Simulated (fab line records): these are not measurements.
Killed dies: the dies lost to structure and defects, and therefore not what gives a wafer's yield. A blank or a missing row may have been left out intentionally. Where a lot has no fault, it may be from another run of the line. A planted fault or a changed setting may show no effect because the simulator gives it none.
Chamber matching -- flow nandHarc -- NHARC_A_STAIRCASE_ETCH_313 on rieDiel-07 has 4 sister chambers
The step etches the open film in CF4/CHF3. 4 wafers are shown with their chamber, then 9 later ones without.

WAFERS WITH THEIR CHAMBER
wafer,chamber,drypumpMotorCurrentA (A)
L081.6,0,6.5
L089.1,2,5.9
L089.2,3,6.1
L089.3,1,5.7

WAFERS WHOSE CHAMBER IS MISSING
wafer,drypumpMotorCurrentA (A)
L088.1,5.9
L088.4,5.7
L088.5,6.1
L092.1,6.4
L092.3,6.1
L092.6,5.9
L097.2,6.5
L097.3,5.9
L097.5,6.5

THE CHAMBER EACH PASSED THROUGH
wafer,from the rows above,in truth
L088.1,2,2
L088.4,1,1
L088.5,3,3
L092.1,0,0
L092.3,3,3
L092.6,2,2
L097.2,0,0
L097.3,2,2
L097.5,0,0
Placed correctly: 9 of 9. Number that these rows cannot place: 0. 0 placed wrongly.
How it was worked out, from the rows above alone: a wafer's distance from a chamber is the root of the sum, over the readings, of the square of ((its reading less the chamber's mean) divided by the reading's scatter). If the next closest chamber is less than 2 further off than the closest, the wafer can't be placed; otherwise it belongs to the closest. The mean given for a chamber averages the wafers shown for that chamber. The scatter: with one shown wafer a chamber, the root of the mean of the squares of how far each hidden wafer lies from its nearest shown one.
